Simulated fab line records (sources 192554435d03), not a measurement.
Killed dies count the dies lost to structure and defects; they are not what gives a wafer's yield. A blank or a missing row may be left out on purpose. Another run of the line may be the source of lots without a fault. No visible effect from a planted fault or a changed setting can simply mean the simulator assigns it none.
Which tool did it? / flow n5-finfet / 24 lots with 72 wafers sampled at 4 steps, on a route of 1938 steps

== WHAT THE GAUGES READ, wafer by wafer ==
N5_BEOL_M4_RS_MEAS_58: the measuring method here is four-point-probe.
lot=L074; measured=day 7 11:58; on=film-metro-01; M4_RS (ohm/sq)=0.700 0.678 0.687
lot=L075; measured=day 8 08:05; on=film-metro-01; M4_RS (ohm/sq)=0.658 0.626 0.659
lot=L076; measured=day 8 11:51; on=film-metro-01; M4_RS (ohm/sq)=0.666 0.672 0.715
lot=L077; measured=day 8 13:59; on=film-metro-01; M4_RS (ohm/sq)=0.693 0.690 0.667
lot=L078; measured=day 8 17:03; on=film-metro-01; M4_RS (ohm/sq)=0.681 0.694 0.679
lot=L079; measured=day 9 04:32; on=film-metro-01; M4_RS (ohm/sq)=0.687 0.676 0.637
lot=L080; measured=day 9 12:36; on=film-metro-02; M4_RS (ohm/sq)=0.696 0.687 0.691
lot=L082; measured=day 9 14:15; on=film-metro-02; M4_RS (ohm/sq)=0.629 0.655 0.661
lot=L081; measured=day 9 19:41; on=film-metro-01; M4_RS (ohm/sq)=0.696 0.693 0.667
lot=L083; measured=day 9 20:28; on=film-metro-01; M4_RS (ohm/sq)=0.685 0.688 0.702
lot=L084; measured=day 10 10:16; on=film-metro-02; M4_RS (ohm/sq)=0.693 0.652 0.666
lot=L085; measured=day 10 12:06; on=film-metro-02; M4_RS (ohm/sq)=0.643 0.679 0.677
lot=L087; measured=day 11 01:21; on=film-metro-01; M4_RS (ohm/sq)=0.721 0.700 0.707
lot=L086; measured=day 11 06:16; on=film-metro-01; M4_RS (ohm/sq)=0.660 0.671 0.644
lot=L089; measured=day 11 08:59; on=film-metro-01; M4_RS (ohm/sq)=0.703 0.703 0.653
lot=L088; measured=day 11 15:11; on=film-metro-01; M4_RS (ohm/sq)=0.659 0.680 0.665
lot=L090; measured=day 11 16:31; on=film-metro-01; M4_RS (ohm/sq)=0.624 0.695 0.649
lot=L091; measured=day 12 04:38; on=film-metro-01; M4_RS (ohm/sq)=0.710 0.686 0.672
lot=L092; measured=day 12 10:39; on=film-metro-01; M4_RS (ohm/sq)=0.665 0.639 0.693
lot=L094; measured=day 12 14:40; on=film-metro-02; M4_RS (ohm/sq)=0.649 0.670 0.665
lot=L093; measured=day 12 14:34; on=film-metro-02; M4_RS (ohm/sq)=0.709 0.639 0.649
lot=L095; measured=day 12 20:32; on=film-metro-01; M4_RS (ohm/sq)=0.647 0.607 0.623
lot=L096; measured=day 13 06:14; on=film-metro-02; M4_RS (ohm/sq)=0.652 0.662 0.706
lot=L097; measured=day 13 22:10; on=film-metro-01; M4_RS (ohm/sq)=0.654 0.720 0.699

== WHAT TOOL EACH LOT RAN ON (gives the tool, then ch and the chambers of the sampled wafers, and finally the start) ==
lot=L074; N5_BEOL_M4_ANNEAL_89=pvd-sputter-02, day 7 09:58; N5_BEOL_M4_SPUTTER_96=pvd-sputter-02, day 7 10:46; N5_BEOL_M4_PRE_CLEAN_60=cvd-co-01 ch 0,2, day 7 11:44
lot=L075; N5_BEOL_M4_ANNEAL_89=pvd-sputter-01, day 8 06:13; N5_BEOL_M4_SPUTTER_96=pvd-sputter-01, day 8 07:01; N5_BEOL_M4_PRE_CLEAN_60=cvd-co-02 ch 0,1,2, day 8 07:52
lot=L076; N5_BEOL_M4_ANNEAL_89=pvd-sputter-01, day 8 09:54; N5_BEOL_M4_SPUTTER_96=pvd-sputter-01, day 8 10:42; N5_BEOL_M4_PRE_CLEAN_60=cvd-co-01 ch 0,1, day 8 11:34
lot=L077; N5_BEOL_M4_ANNEAL_89=pvd-sputter-01, day 8 12:08; N5_BEOL_M4_SPUTTER_96=pvd-sputter-01, day 8 12:56; N5_BEOL_M4_PRE_CLEAN_60=cvd-co-02 ch 1,2, day 8 13:46
lot=L078; N5_BEOL_M4_ANNEAL_89=pvd-sputter-03, day 8 15:08; N5_BEOL_M4_SPUTTER_96=pvd-sputter-03, day 8 15:56; N5_BEOL_M4_PRE_CLEAN_60=cvd-co-02 ch 1,2, day 8 16:47
lot=L079; N5_BEOL_M4_ANNEAL_89=pvd-sputter-02, day 9 02:38; N5_BEOL_M4_SPUTTER_96=pvd-sputter-02, day 9 03:26; N5_BEOL_M4_PRE_CLEAN_60=cvd-co-01 ch 0,2, day 9 04:16
lot=L080; N5_BEOL_M4_ANNEAL_89=pvd-sputter-01, day 9 10:36; N5_BEOL_M4_SPUTTER_96=pvd-sputter-01, day 9 11:24; N5_BEOL_M4_PRE_CLEAN_60=cvd-co-02 ch 0,1,2, day 9 12:23
lot=L082; N5_BEOL_M4_ANNEAL_89=pvd-sputter-03, day 9 12:24; N5_BEOL_M4_SPUTTER_96=pvd-sputter-03, day 9 13:12; N5_BEOL_M4_PRE_CLEAN_60=cvd-co-02 ch 1,2, day 9 14:02
lot=L081; N5_BEOL_M4_ANNEAL_89=pvd-sputter-03, day 9 17:50; N5_BEOL_M4_SPUTTER_96=pvd-sputter-03, day 9 18:38; N5_BEOL_M4_PRE_CLEAN_60=cvd-co-02 ch 0,2, day 9 19:28
lot=L083; N5_BEOL_M4_ANNEAL_89=pvd-sputter-02, day 9 18:18; N5_BEOL_M4_SPUTTER_96=pvd-sputter-02, day 9 19:06; N5_BEOL_M4_PRE_CLEAN_60=cvd-co-02 ch 0,1, day 9 20:13
lot=L084; N5_BEOL_M4_ANNEAL_89=pvd-sputter-01, day 10 08:25; N5_BEOL_M4_SPUTTER_96=pvd-sputter-01, day 10 09:13; N5_BEOL_M4_PRE_CLEAN_60=cvd-co-01 ch 0,1, day 10 10:02
lot=L085; N5_BEOL_M4_ANNEAL_89=pvd-sputter-01, day 10 10:15; N5_BEOL_M4_SPUTTER_96=pvd-sputter-01, day 10 11:03; N5_BEOL_M4_PRE_CLEAN_60=cvd-co-02 ch 0,1, day 10 11:52
lot=L087; N5_BEOL_M4_ANNEAL_89=pvd-sputter-01, day 10 23:30; N5_BEOL_M4_SPUTTER_96=pvd-sputter-01, day 11 00:18; N5_BEOL_M4_PRE_CLEAN_60=cvd-co-02 ch 0,2, day 11 01:07
lot=L086; N5_BEOL_M4_ANNEAL_89=pvd-sputter-02, day 11 04:18; N5_BEOL_M4_SPUTTER_96=pvd-sputter-02, day 11 05:06; N5_BEOL_M4_PRE_CLEAN_60=cvd-co-02 ch 0,1,2, day 11 06:04
lot=L089; N5_BEOL_M4_ANNEAL_89=pvd-sputter-03, day 11 07:04; N5_BEOL_M4_SPUTTER_96=pvd-sputter-03, day 11 07:52; N5_BEOL_M4_PRE_CLEAN_60=cvd-co-02 ch 0,1, day 11 08:42
lot=L088; N5_BEOL_M4_ANNEAL_89=pvd-sputter-02, day 11 13:15; N5_BEOL_M4_SPUTTER_96=pvd-sputter-02, day 11 14:03; N5_BEOL_M4_PRE_CLEAN_60=cvd-co-02 ch 0,1, day 11 14:55
lot=L090; N5_BEOL_M4_ANNEAL_89=pvd-sputter-01, day 11 14:40; N5_BEOL_M4_SPUTTER_96=pvd-sputter-01, day 11 15:28; N5_BEOL_M4_PRE_CLEAN_60=cvd-co-01 ch 0,2, day 11 16:17
lot=L091; N5_BEOL_M4_ANNEAL_89=pvd-sputter-03, day 12 02:29; N5_BEOL_M4_SPUTTER_96=pvd-sputter-03, day 12 03:17; N5_BEOL_M4_PRE_CLEAN_60=cvd-co-02 ch 0,1, day 12 04:22
lot=L092; N5_BEOL_M4_ANNEAL_89=pvd-sputter-01, day 12 07:33; N5_BEOL_M4_SPUTTER_96=pvd-sputter-01, day 12 08:21; N5_BEOL_M4_PRE_CLEAN_60=cvd-co-02 ch 1,2, day 12 10:23
lot=L094; N5_BEOL_M4_ANNEAL_89=pvd-sputter-01, day 12 12:30; N5_BEOL_M4_SPUTTER_96=pvd-sputter-01, day 12 13:18; N5_BEOL_M4_PRE_CLEAN_60=cvd-co-02 ch 0,1, day 12 14:26
lot=L093; N5_BEOL_M4_ANNEAL_89=pvd-sputter-02, day 12 12:43; N5_BEOL_M4_SPUTTER_96=pvd-sputter-02, day 12 13:31; N5_BEOL_M4_PRE_CLEAN_60=cvd-co-02 ch 0,1,2, day 12 14:20
lot=L095; N5_BEOL_M4_ANNEAL_89=pvd-sputter-03, day 12 18:29; N5_BEOL_M4_SPUTTER_96=pvd-sputter-03, day 12 19:17; N5_BEOL_M4_PRE_CLEAN_60=cvd-co-02 ch 0,2, day 12 20:19
lot=L096; N5_BEOL_M4_ANNEAL_89=pvd-sputter-03, day 13 04:23; N5_BEOL_M4_SPUTTER_96=pvd-sputter-03, day 13 05:11; N5_BEOL_M4_PRE_CLEAN_60=cvd-co-02 ch 0,1,2, day 13 06:01
lot=L097; N5_BEOL_M4_ANNEAL_89=pvd-sputter-03, day 13 20:14; N5_BEOL_M4_SPUTTER_96=pvd-sputter-03, day 13 21:02; N5_BEOL_M4_PRE_CLEAN_60=cvd-co-02 ch 0,2, day 13 21:52
- N5_BEOL_M4_ANNEAL_89: time 240 s.
- N5_BEOL_M4_SPUTTER_96: material Cu, target thk 4.5 nm, time 8.29 s.
- N5_BEOL_M4_PRE_CLEAN_60: time 15 s.

== AS READ BY THE TOOLS THEMSELVES (means over the sampled wafers that have a number; for cases with no such wafer, the mark the record gives instead) ==
N5_BEOL_M4_ANNEAL_89.
lot=L074; tool=pvd-sputter-02; heater-power-w (W)=804
lot=L075; tool=pvd-sputter-01; heater-power-w (W)=882
lot=L076; tool=pvd-sputter-01; heater-power-w (W)=881
lot=L077; tool=pvd-sputter-01; heater-power-w (W)=889
lot=L078; tool=pvd-sputter-03; heater-power-w (W)=760
lot=L079; tool=pvd-sputter-02; heater-power-w (W)=801
lot=L080; tool=pvd-sputter-01; heater-power-w (W)=897
lot=L082; tool=pvd-sputter-03; heater-power-w (W)=823
lot=L081; tool=pvd-sputter-03; heater-power-w (W)=808
lot=L083; tool=pvd-sputter-02; heater-power-w (W)=791
lot=L084; tool=pvd-sputter-01; heater-power-w (W)=864
lot=L085; tool=pvd-sputter-01; heater-power-w (W)=805
lot=L087; tool=pvd-sputter-01; heater-power-w (W)=912
lot=L086; tool=pvd-sputter-02; heater-power-w (W)=797
lot=L089; tool=pvd-sputter-03; heater-power-w (W)=807
lot=L088; tool=pvd-sputter-02; heater-power-w (W)=733
lot=L090; tool=pvd-sputter-01; heater-power-w (W)=804
lot=L091; tool=pvd-sputter-03; heater-power-w (W)=808
lot=L092; tool=pvd-sputter-01; heater-power-w (W)=820
lot=L094; tool=pvd-sputter-01; heater-power-w (W)=887
lot=L093; tool=pvd-sputter-02; heater-power-w (W)=790
lot=L095; tool=pvd-sputter-03; heater-power-w (W)=839
lot=L096; tool=pvd-sputter-03; heater-power-w (W)=803
lot=L097; tool=pvd-sputter-03; heater-power-w (W)=831

N5_BEOL_M4_SPUTTER_96.
lot=L074; tool=pvd-sputter-02; chamber-pressure-pa (Pa)=0.06995; throttle-valve-pct (%)=30.0
lot=L075; tool=pvd-sputter-01; chamber-pressure-pa (Pa)=0.07000; throttle-valve-pct (%)=29.3
lot=L076; tool=pvd-sputter-01; chamber-pressure-pa (Pa)=0.07005; throttle-valve-pct (%)=29.0
lot=L077; tool=pvd-sputter-01; chamber-pressure-pa (Pa)=0.07010; throttle-valve-pct (%)=28.8
lot=L078; tool=pvd-sputter-03; chamber-pressure-pa (Pa)=0.06994; throttle-valve-pct (%)=30.6
lot=L079; tool=pvd-sputter-02; chamber-pressure-pa (Pa)=0.06992; throttle-valve-pct (%)=30.1
lot=L080; tool=pvd-sputter-01; chamber-pressure-pa (Pa)=0.07003; throttle-valve-pct (%)=29.3
lot=L082; tool=pvd-sputter-03; chamber-pressure-pa (Pa)=0.06994; throttle-valve-pct (%)=30.5
lot=L081; tool=pvd-sputter-03; chamber-pressure-pa (Pa)=0.07009; throttle-valve-pct (%)=30.3
lot=L083; tool=pvd-sputter-02; chamber-pressure-pa (Pa)=0.07000; throttle-valve-pct (%)=29.9
lot=L084; tool=pvd-sputter-01; chamber-pressure-pa (Pa)=0.07004; throttle-valve-pct (%)=28.1
lot=L085; tool=pvd-sputter-01; chamber-pressure-pa (Pa)=0.06992; throttle-valve-pct (%)=27.2
lot=L087; tool=pvd-sputter-01; chamber-pressure-pa (Pa)=0.07007; throttle-valve-pct (%)=28.6
lot=L086; tool=pvd-sputter-02; chamber-pressure-pa (Pa)=0.06991; throttle-valve-pct (%)=29.9
lot=L089; tool=pvd-sputter-03; chamber-pressure-pa (Pa)=0.06999; throttle-valve-pct (%)=30.9
lot=L088; tool=pvd-sputter-02; chamber-pressure-pa (Pa)=0.07008; throttle-valve-pct (%)=29.7
lot=L090; tool=pvd-sputter-01; chamber-pressure-pa (Pa)=0.07008; throttle-valve-pct (%)=27.3
lot=L091; tool=pvd-sputter-03; chamber-pressure-pa (Pa)=0.06996; throttle-valve-pct (%)=30.2
lot=L092; tool=pvd-sputter-01; chamber-pressure-pa (Pa)=0.07003; throttle-valve-pct (%)=28.1
lot=L094; tool=pvd-sputter-01; chamber-pressure-pa (Pa)=0.07019; throttle-valve-pct (%)=28.9
lot=L093; tool=pvd-sputter-02; chamber-pressure-pa (Pa)=0.06993; throttle-valve-pct (%)=29.5
lot=L095; tool=pvd-sputter-03; chamber-pressure-pa (Pa)=0.07022; throttle-valve-pct (%)=31.0
lot=L096; tool=pvd-sputter-03; chamber-pressure-pa (Pa)=0.06992; throttle-valve-pct (%)=30.2
lot=L097; tool=pvd-sputter-03; chamber-pressure-pa (Pa)=0.06994; throttle-valve-pct (%)=30.6

N5_BEOL_M4_PRE_CLEAN_60.
lot=L074; tool=cvd-co-01; heater-power-w (W)=70
lot=L075; tool=cvd-co-02; heater-power-w (W)=107
lot=L076; tool=cvd-co-01; heater-power-w (W)=97
lot=L077; tool=cvd-co-02; heater-power-w (W)=101
lot=L078; tool=cvd-co-02; heater-power-w (W)=125
lot=L079; tool=cvd-co-01; heater-power-w (W)=72
lot=L080; tool=cvd-co-02; heater-power-w (W)=107
lot=L082; tool=cvd-co-02; heater-power-w (W)=125
lot=L081; tool=cvd-co-02; heater-power-w (W)=82
lot=L083; tool=cvd-co-02; heater-power-w (W)=115
lot=L084; tool=cvd-co-01; heater-power-w (W)=98
lot=L085; tool=cvd-co-02; heater-power-w (W)=133
lot=L087; tool=cvd-co-02; heater-power-w (W)=90
lot=L086; tool=cvd-co-02; heater-power-w (W)=107
lot=L089; tool=cvd-co-02; heater-power-w (W)=133
lot=L088; tool=cvd-co-02; heater-power-w (W)=115
lot=L090; tool=cvd-co-01; heater-power-w (W)=72
lot=L091; tool=cvd-co-02; heater-power-w (W)=134
lot=L092; tool=cvd-co-02; heater-power-w (W)=102
lot=L094; tool=cvd-co-02; heater-power-w (W)=133
lot=L093; tool=cvd-co-02; heater-power-w (W)=108
lot=L095; tool=cvd-co-02; heater-power-w (W)=91
lot=L096; tool=cvd-co-02; heater-power-w (W)=110
lot=L097; tool=cvd-co-02; heater-power-w (W)=84

== THE ANSWER, worked out from the rows above alone ==
Rule: the usual values come from the lots themselves. The widest of any qualifying gaps counts: lots, ordered by their means at a reading, are off when they make up no more than a third of the lots, leave a main group of 4 or more, and stand apart from it by 3 or more times the standard deviation of that group's means. A main group is skipped when, at the precision printed for the reading in the tables above, its means are all equal. A lot without any number at a reading at which 4 lots or more have one is off too. The other lots that the step has rows for count as sound. After the gauges, taken in route order, come the tools' own readings; for these a lot's mean is taken, as printed above. The first step at which some lot is off is used, and at that step the reading that is off furthest; a lot without a number counts as furthest.
No lot is off on any of the readings shown, so nothing can be concluded from this.

== WHAT THE SIMULATOR HAD PUT IN ==
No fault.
